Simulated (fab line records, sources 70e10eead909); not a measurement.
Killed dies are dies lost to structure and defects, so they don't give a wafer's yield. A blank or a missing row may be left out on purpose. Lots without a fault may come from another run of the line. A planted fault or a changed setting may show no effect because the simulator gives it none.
One fault seen from 3 desks | flow nand_harc | each desk has only its own numbers; what lay behind them comes last

THE METROLOGY DESK
What the gauges read, lot by lot, whatever tool the lot ran on: means of the sampled wafers that have a number. A lot is out of limits, marked OUT, if its mean lies more than 4 standard deviations from the usual mean; the brackets give that distance.
Columns: A = cd_nm at NHARC_P_CONTACT_CD_MEAS_12, usual 90.2 nm
lot  | first seen here | A
L937 | day 5 18:24     | 91.1
L938 | day 6 07:30     | 90.4
L940 | day 6 22:34     | 90.2
L945 | day 10 00:51    | 90.5
L944 | day 10 01:39    | 90.5
L941 | day 10 02:10    | 90.6
L943 | day 10 08:57    | 89.8
L947 | day 10 09:06    | 89.6
L957 | day 14 02:12    | 90.2
L958 | day 14 22:17    | 89.7
L959 | day 15 04:33    | 90.4
L960 | day 15 09:40    | 90.5
This desk's finding: nothing out of limits on any of the 12 lots.

THE DEFECT DESK
What the inspections along the route counted, lot by lot: means of the sampled wafers that have a number. A lot is out of limits, marked OUT, if its mean lies more than 4 standard deviations from the usual mean; the brackets give that distance.
Columns: A = raw_defect_count at NHARC_P_GATE_INSPECT_68, usual 205
lot  | first seen here | A
L937 | day 5 16:55     | 256
L938 | day 6 05:52     | 181
L940 | day 6 20:58     | 155
L945 | day 9 23:14     | 301
L944 | day 10 00:02    | 428
L941 | day 10 00:34    | 154
L943 | day 10 07:20    | 172
L947 | day 10 07:27    | 112
L955 | day 13 11:30    | 172
L956 | day 13 13:31    | 174
L957 | day 14 00:43    | 157
L958 | day 14 20:40    | 235
L959 | day 15 02:56    | 213
L960 | day 15 08:01    | 226
This desk's finding: nothing out of limits on any of the 14 lots.

THE TOOL OWNER'S DESK: rtp_anneal-01
The tool's own readings at NHARC_P_GATE_RTA_82 (time 30 s): means of the sampled wafers that have a number, for each lot that ran on this tool. A lot is out of limits, marked OUT, if its mean lies more than 4 standard deviations from the usual mean; the brackets give that distance.
Columns: A = anneal_temp_c_max at NHARC_P_GATE_RTA_82, usual 452.3; B = lamp_power_pct at NHARC_P_GATE_RTA_82, usual 3.81 %; C = lamp_zone_2_pct at NHARC_P_GATE_RTA_82, usual 3.81 %; D = lamp_zone_5_pct at NHARC_P_GATE_RTA_82, usual 3.83 %; E = wafer_temp_C_max at NHARC_P_GATE_RTA_82, usual 452.0
lot  | first seen here | A     | B    | C    | D    | E
L937 | day 5 16:44     | 451.5 | 3.87 | 3.87 | 3.89 | 451.7
L938 | day 6 05:41     | 451.6 | 3.87 | 3.87 | 3.88 | 451.9
L943 | day 10 07:10    | 452.3 | 3.87 | 3.87 | 3.88 | 451.5
L957 | day 14 00:32    | 451.9 | 3.86 | 3.87 | 3.89 | 451.9
L958 | day 14 20:28    | 451.7 | 3.87 | 3.87 | 3.88 | 451.9
L959 | day 15 02:48    | 451.8 | 3.87 | 3.87 | 3.89 | 451.8
This desk's finding: nothing out of limits on any of the 6 lots.

PUT TOGETHER
The metrology desk saw nothing out of limits.
The defect desk saw nothing out of limits.
The tool owner's desk saw nothing out of limits.

WHAT THE SIMULATOR HAD PUT IN
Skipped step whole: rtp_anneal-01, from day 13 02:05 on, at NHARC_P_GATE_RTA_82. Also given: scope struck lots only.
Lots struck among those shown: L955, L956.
